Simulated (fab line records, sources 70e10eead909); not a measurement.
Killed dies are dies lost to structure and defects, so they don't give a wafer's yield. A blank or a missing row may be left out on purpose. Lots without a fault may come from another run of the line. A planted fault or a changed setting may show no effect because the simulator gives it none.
Which tool did it? | flow nand_harc | 11 lots, 33 wafers sampled, at 5 steps of a route of 1302

WHAT THE GAUGES READ, wafer by wafer
NHARC_END_SORT_01.
lot  | measured     | on        | killed_at_array
L591 | day 23 20:02 | prober-02 | 89 101 90
L592 | day 25 05:35 | prober-02 | 71 80 82
L608 | day 32 08:30 | prober-02 | 85 83 75
L606 | day 33 00:08 | prober-01 | 674 41 44
L605 | day 32 17:01 | prober-01 | 675 68 68
L613 | day 34 00:19 | prober-02 | 79 83 82

WHICH TOOL RAN EACH LOT (tool, then ch and the chambers of the sampled wafers, then the start)
lot  | NHARC_A_STAIRCASE_DESCUM_219       | NHARC_A_STAIRCASE_TRIM_220         | NHARC_A_STAIRCASE_TRIM_231         | NHARC_A_STAIRCASE_STRIP_238
L591 | rie_diel-10 ch 0,1,3, day 15 15:25 | rie_diel-10 ch 0,2,3, day 15 15:38 | rie_diel-10 ch 0,2,3, day 15 16:55 | plasma_asher-01 ch 0,1, day 15 17:43
L592 | rie_diel-04 ch 0,2,3, day 16 19:50 | rie_diel-04 ch 1,2,3, day 16 19:56 | rie_diel-04 ch 1,2,3, day 16 21:20 | plasma_asher-02 ch 0,1, day 16 22:06
L593 | rie_diel-10 ch 0,2,3, day 16 20:41 | rie_diel-10 ch 0,3, day 16 20:47   | rie_diel-10 ch 0,2, day 16 22:19   | plasma_asher-01 ch 0,1, day 16 23:16
L595 | rie_diel-10 ch 0,3, day 17 06:52   | rie_diel-10 ch 0,2,3, day 17 06:59 | rie_diel-10 ch 1,2, day 17 08:19   | plasma_asher-01 ch 0,1, day 17 09:20
L596 | rie_diel-04 ch 0,2,3, day 17 15:46 | rie_diel-04 ch 1,2, day 17 15:50   | rie_diel-10 ch 0,2,3, day 17 17:49 | plasma_asher-01 ch 0,1, day 17 18:40
L608 | rie_diel-04 ch 2,3, day 22 12:10   | rie_diel-04 ch 2,3, day 22 12:16   | rie_diel-04 ch 0,1,2, day 22 13:34 | plasma_asher-02 ch 0,1, day 22 14:21
L606 | rie_diel-10 ch 1,3, day 22 12:39   | rie_diel-10 ch 1,3, day 22 12:44   | rie_diel-10 ch 0,2,3, day 22 14:10 | plasma_asher-02 ch 1, day 22 15:03
L605 | rie_diel-10 ch 0,2,3, day 22 13:37 | rie_diel-10 ch 2,3, day 22 13:41   | rie_diel-10 ch 0,1,2, day 22 15:13 | plasma_asher-02 ch 0,1, day 22 16:14
L609 | rie_diel-10 ch 0,2,3, day 23 18:44 | rie_diel-10 ch 0,3, day 23 18:48   | rie_diel-04 ch 0,1,2, day 23 20:11 | plasma_asher-02 ch 0,1, day 23 23:47
L612 | rie_diel-03 ch 2,3, day 24 11:19   | rie_diel-03 ch 0,1, day 24 11:24   | rie_diel-04 ch 0,2, day 24 12:45   | plasma_asher-01 ch 0,1, day 24 14:08
L613 | rie_diel-03 ch 0,1,2, day 25 13:26 | rie_diel-03 ch 0,3, day 25 13:30   | rie_diel-10 ch 2,3, day 25 14:56   | plasma_asher-01 ch 0,1, day 25 15:48
- NHARC_A_STAIRCASE_DESCUM_219: chemistry O2, time 3 s.
- NHARC_A_STAIRCASE_TRIM_220: chemistry O2, time 211.2 s.
- NHARC_A_STAIRCASE_TRIM_231: chemistry O2, time 211.2 s.
- NHARC_A_STAIRCASE_STRIP_238: strips in O2.

THE ANSWER, worked out from the rows above alone
Rule: what is usual is taken from the lots themselves. Put in order of their means at a reading, lots are off if they are a third of the lots or fewer, leave a main group of 4 or more, and stand apart from it by a gap of 3 or more times the standard deviation of the main group's means; of several such gaps the widest counts. A main group whose means are all the same, to the digits that the tables above print for the reading, isn't used. A lot without any number at a reading at which 4 lots or more have one is off too. The other lots that the step has rows for count as sound.
Off: L606, L605, at NHARC_END_SORT_01 (killed_at_array). The main group: mean 83, standard deviation 5.9. Neither off nor sound, because the step has no rows for them: L593, L595, L596, L609, L612.
A tool fits if, at a process step before that reading, it ran every lot that is off, and no sound lot after the first of them. The gauges at NHARC_END_SORT_01 are tried like those tools. Can't be told from this: 3 tools fit, rie_diel-10 at NHARC_A_STAIRCASE_DESCUM_219 and NHARC_A_STAIRCASE_TRIM_220, plasma_asher-02 at NHARC_A_STAIRCASE_STRIP_238, prober-01 at NHARC_END_SORT_01.

WHAT THE SIMULATOR HAD PUT IN
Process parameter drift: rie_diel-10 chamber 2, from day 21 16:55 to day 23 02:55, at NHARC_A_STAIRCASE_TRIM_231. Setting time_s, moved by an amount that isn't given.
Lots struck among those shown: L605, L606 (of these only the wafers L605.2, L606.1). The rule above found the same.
